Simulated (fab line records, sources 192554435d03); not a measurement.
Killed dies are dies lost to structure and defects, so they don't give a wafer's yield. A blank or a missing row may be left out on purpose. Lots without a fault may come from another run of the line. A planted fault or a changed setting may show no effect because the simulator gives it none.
Chamber matching | flow n5_finfet | N5_BEOL_M0_STRIP_104 on rie_diel-06: 4 sister chambers
The step strips in N2/H2. 36 wafers are shown with their chamber, then 12 later ones without.

WAFERS WITH THEIR CHAMBER
wafer  | chamber | showerhead_plenum_p_Torr (Torr) | drypump_motor_current_A (A) | throttle_valve_pct (%)
L074.2 | 2       | 2.62                            | 5.5                         | 24.2
L074.3 | 1       | 2.71                            | 6.1                         | 23.3
L074.6 | 1       | 2.71                            | 6.1                         | 23.3
L075.2 | 2       | 2.62                            | 5.5                         | 24.2
L075.5 | 1       | 2.71                            | 6.1                         | 23.3
L075.6 | 2       | 2.62                            | 5.6                         | 24.2
L076.1 | 2       | 2.62                            | 5.5                         | 24.2
L076.4 | 0       | 2.67                            | 5.1                         | 23.8
L076.6 | 0       | 2.67                            | 5.1                         | 23.8
L078.1 | 1       | 2.71                            | 6.0                         | 23.3
L078.3 | 2       | 2.62                            | 5.6                         | 24.2
L078.5 | 2       | 2.62                            | 5.6                         | 24.2
L079.1 | 3       | 2.54                            | 5.7                         | 24.3
L079.2 | 0       | 2.67                            | 5.2                         | 23.8
L079.4 | 2       | 2.62                            | 5.6                         | 24.2
L080.1 | 2       | 2.62                            | 5.5                         | 24.2
L080.3 | 0       | 2.66                            | 5.2                         | 23.9
L080.4 | 1       | 2.71                            | 6.1                         | 23.3
L082.2 | 1       | 2.70                            | 6.0                         | 23.3
L082.4 | 0       | 2.66                            | 5.2                         | 23.8
L082.6 | 3       | 2.54                            | 5.7                         | 24.2
L083.1 | 3       | 2.54                            | 5.7                         | 24.2
L083.5 | 2       | 2.61                            | 5.6                         | 24.3
L083.6 | 1       | 2.70                            | 6.0                         | 23.3
L085.1 | 3       | 2.53                            | 5.7                         | 24.3
L085.4 | 0       | 2.66                            | 5.1                         | 23.8
L085.5 | 3       | 2.53                            | 5.7                         | 24.2
L088.2 | 3       | 2.53                            | 5.7                         | 24.2
L088.3 | 1       | 2.70                            | 6.1                         | 23.3
L088.5 | 3       | 2.53                            | 5.7                         | 24.3
L089.1 | 3       | 2.53                            | 5.7                         | 24.3
L089.2 | 0       | 2.65                            | 5.2                         | 23.9
L089.4 | 1       | 2.70                            | 6.1                         | 23.3
L091.1 | 3       | 2.53                            | 5.7                         | 24.2
L091.3 | 2       | 2.61                            | 5.6                         | 23.8
L091.4 | 0       | 2.65                            | 5.1                         | 23.9

SIGNATURES (means of the wafers above)
reading                  | chamber 0 | chamber 1 | chamber 2 | chamber 3 | scatter within a chamber
showerhead_plenum_p_Torr | 2.6612    | 2.7056    | 2.6180    | 2.5333    | 0.00578
drypump_motor_current_A  | 5.150     | 6.067     | 5.560     | 5.700     | 0.0447
throttle_valve_pct       | 23.837    | 23.300    | 24.170    | 24.244    | 0.0794
Rule: a wafer's distance from a chamber is the root of the sum, over the readings, of the square of ((its reading less the chamber's mean) divided by the reading's scatter). The wafer belongs to the nearest chamber; if the next one is less than 2 further off, it can't be placed. The scatter: the root of (the sum of the squares of (reading less its chamber's mean) over the shown wafers, divided by (wafers less chambers)).

WAFERS WITHOUT THEIR CHAMBER
wafer  | showerhead_plenum_p_Torr (Torr) | drypump_motor_current_A (A) | throttle_valve_pct (%)
L092.2 | 2.69                            | 6.1                         | 23.4
L092.4 | 2.53                            | 5.7                         | 24.3
L092.6 | 2.65                            | 5.1                         | 23.9
L093.2 | 2.53                            | 5.7                         | 24.3
L093.5 | 2.65                            | 5.1                         | 23.9
L093.6 | 2.69                            | 6.0                         | 23.3
L096.2 | 2.65                            | 5.1                         | 23.9
L096.3 | 2.69                            | 6.1                         | 23.3
L096.4 | 2.60                            | 5.6                         | 23.8
L097.1 | 2.65                            | 5.2                         | 23.9
L097.2 | 2.69                            | 6.1                         | 23.4
L097.6 | 2.69                            | 6.1                         | 23.3

WHICH CHAMBER EACH WENT THROUGH
wafer  | from the rows above | in truth
L092.2 | 1                   | 1
L092.4 | 3                   | 3
L092.6 | 0                   | 0
L093.2 | 3                   | 3
L093.5 | 0                   | 0
L093.6 | 1                   | 1
L096.2 | 0                   | 0
L096.3 | 1                   | 1
L096.4 | 2                   | 2
L097.1 | 0                   | 0
L097.2 | 1                   | 1
L097.6 | 1                   | 1
Placed correctly: 12 of 12. Can't be placed from these rows: 0. Placed wrongly: 0.
